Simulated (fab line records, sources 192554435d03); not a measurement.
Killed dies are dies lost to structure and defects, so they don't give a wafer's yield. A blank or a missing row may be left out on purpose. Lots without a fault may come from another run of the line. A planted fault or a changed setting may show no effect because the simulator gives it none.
Split-lot experiment | flow n5_finfet | 7 lots, 39 wafers read, on a route of 1938 steps

THE SPLIT
At N5_BEOL_M9_HM_DEP_02 (deposits TiN, target thk 20 nm), the setting target_thk_a was moved away from the recipe's 200 angstrom on 18 of the 39 wafers read, by -59.8% to +59.9%. The other wafers ran this setting at the recipe's value.

FROM THE SPLIT TO THE READING: what the file shows between them, 4 steps
- N5_BEOL_M9_COAT_59: time 60 s, resist thk 100 nm
- N5_BEOL_M9_COAT_60: time 60 s, resist thk 30 nm
- N5_BEOL_M9_STRIP_68: strips in N2/H2
- N5_BEOL_M9_STRIP_67: strips in CF4

THE READING
oes_product_au, in a.u., at N5_BEOL_M9_HM_OPEN_17 (chemistry Cl2/BCl3, target TiN, target depth 20 nm, overetch 6 nm). Fault-free wafers of this fab line usually give 0.71 a.u., standard deviation 0.087 a.u..

wafer  | tool, chamber at the split | target_thk_a as run, angstrom | against the recipe | oes_product_au, a.u. | against lot-mates on the recipe
L083.1 | pvd_sputter-02, -          | 261.1                         | +30.6%             | 0.84                 | +0.22
L083.2 | pvd_sputter-02, -          | 261.1                         | +30.6%             | 0.66                 | +0.04
L083.3 | pvd_sputter-02, -          | 200                           | recipe             | 0.57                 | -
L083.4 | pvd_sputter-02, -          | 200                           | recipe             | 0.72                 | -
L083.5 | pvd_sputter-02, -          | 200                           | recipe             | 0.58                 | -
L083.6 | pvd_sputter-02, -          | 261.1                         | +30.6%             | 0.85                 | +0.23
L082.1 | pvd_sputter-01, -          | 115.5                         | -42.2%             | 0.53                 | -0.22
L082.2 | pvd_sputter-01, -          | 200                           | recipe             | 0.75                 | -
L082.3 | pvd_sputter-01, -          | 115.5                         | -42.2%             | 0.53                 | -0.22
L082.4 | pvd_sputter-01, -          | 200                           | recipe             | 0.75                 | -
L082.5 | pvd_sputter-01, -          | 115.5                         | -42.2%             | 0.53                 | -0.22
L082.6 | pvd_sputter-01, -          | 200                           | recipe             | 0.75                 | -
L088.1 | pvd_sputter-03, -          | 80.34                         | -59.8%             | 0.50                 | -0.22
L088.2 | pvd_sputter-03, -          | 200                           | recipe             | 0.70                 | -
L088.3 | pvd_sputter-03, -          | 80.34                         | -59.8%             | 0.50                 | -0.22
L088.4 | pvd_sputter-03, -          | 80.34                         | -59.8%             | 0.47                 | -0.25
L088.5 | pvd_sputter-03, -          | 200                           | recipe             | 0.70                 | -
L088.6 | pvd_sputter-03, -          | 200                           | recipe             | 0.75                 | -
L087.1 | pvd_sputter-03, -          | 89                            | -55.5%             | 0.52                 | -0.26
L087.2 | pvd_sputter-03, -          | 200                           | recipe             | 0.79                 | -
L087.3 | pvd_sputter-03, -          | 200                           | recipe             | 0.80                 | -
L087.4 | pvd_sputter-03, -          | 200                           | recipe             | 0.75                 | -
L087.5 | pvd_sputter-03, -          | 89                            | -55.5%             | 0.55                 | -0.23
L087.6 | pvd_sputter-03, -          | 89                            | -55.5%             | 0.53                 | -0.25
L092.1 | pvd_sputter-01, -          | 200                           | recipe             | 0.76                 | -
L092.5 | pvd_sputter-01, -          | 200                           | recipe             | 0.79                 | -
L092.6 | pvd_sputter-01, -          | 200                           | recipe             | 0.76                 | -
L091.1 | pvd_sputter-02, -          | 200                           | recipe             | 0.76                 | -
L091.2 | pvd_sputter-02, -          | 306.1                         | +53.1%             | 0.94                 | +0.17
L091.3 | pvd_sputter-02, -          | 306.1                         | +53.1%             | 0.94                 | +0.17
L091.4 | pvd_sputter-02, -          | 200                           | recipe             | 0.76                 | -
L091.5 | pvd_sputter-02, -          | 200                           | recipe             | 0.78                 | -
L091.6 | pvd_sputter-02, -          | 306.1                         | +53.1%             | 0.90                 | +0.13
L095.1 | pvd_sputter-01, -          | 319.7                         | +59.9%             | 0.89                 | +0.13
L095.2 | pvd_sputter-01, -          | 319.7                         | +59.9%             | 0.91                 | +0.15
L095.3 | pvd_sputter-01, -          | 200                           | recipe             | 0.74                 | -
L095.4 | pvd_sputter-01, -          | 200                           | recipe             | 0.76                 | -
L095.5 | pvd_sputter-01, -          | 200                           | recipe             | 0.78                 | -
L095.6 | pvd_sputter-01, -          | 319.7                         | +59.9%             | 0.89                 | +0.13

THE FIT
A straight line over all 39 wafers: oes_product_au changes by +0.00353 a.u. for each +1% of target_thk_a; r = +0.91; the points scatter about the line by 0.057 a.u..
The same after taking each lot's own level away (the mean of its wafers on the recipe; 39 wafers): +0.00367 a.u. for each +1%; r = +0.94; scatter 0.048 a.u..
On that fit, the largest move of target_thk_a shifts the reading by 0.22 a.u..
The lots' own levels span 0.623 to 0.780 a.u., that is 1.8 times the standard deviation above.
So the lot-to-lot level changes the slope little: the two slopes agree.
Check: with one of the wafers moved furthest among these (+59.9%) left out of the fit, the line predicts +0.214 a.u. for it against its lot-mates. It came out at +0.13 a.u. against them.

OTHER SPLITS ON THESE WAFERS
These wafers also went through other splits before the reading. Each is held against what the fit with the lots' levels taken away leaves over:
other split on the same wafers                  | wafers away from the commonest value | r with oes_product_au (lot level and that fit taken away)
N5_HKMG_FIN_DEVELOP_11 develop_time_s           | 18                                   | +0.21
N5_MOL_CONTACT_COAG_ETCHBACK_135 target_depth_a | 12                                   | +0.11
N5_BEOL_M1_DESCUM_33 time_s                     | 12                                   | +0.19
N5_BEOL_M2_DEP_57 time_s                        | 12                                   | -0.03
N5_BEOL_M6_HM_DEP_02 target_thk_a               | 12                                   | -0.50
N5_BEOL_M6_VIA_ETCH_34 time_s                   | 15                                   | +0.03

THE WHOLE CHAIN: every reading that the file lists as answering this split, in the file's order
step                   | what it does                                                      | reading                                                                          | change (the file's fit)                                                            | r (the file's)
N5_BEOL_M9_HM_DEP_02   | deposits TiN, target thk 20 nm                                    | TiN_of_BEOL_M9_HM_DEP_02.thk_nm (the simulator's own value, which no gauge read) | +0.201 nm for each +1% of the setting                                              | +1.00
N5_BEOL_M9_HM_OPEN_17  | chemistry Cl2/BCl3, target TiN, target depth 20 nm, overetch 6 nm | oes_product_au                                                                   | +0.0037 a.u. for each +1% of the setting                                           | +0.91
N5_BEOL_M9_HM_OPEN_17  | chemistry Cl2/BCl3, target TiN, target depth 20 nm, overetch 6 nm | etch.depth_nm (the simulator's own value, which no gauge read)                   | +0.168 nm for each +1% of the setting                                              | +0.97
N5_BEOL_M9_OCD_MEAS_38 |                                                                   | trench_depth_nm                                                                  | not straight: 152.3 at the lowest setting, 151.9 at the recipe, 0.3 at the highest | not given

THE FILE'S OWN FIT
oes_product_au changes by +0.0037 a.u. for each +1% of target_thk_a, r = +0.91.
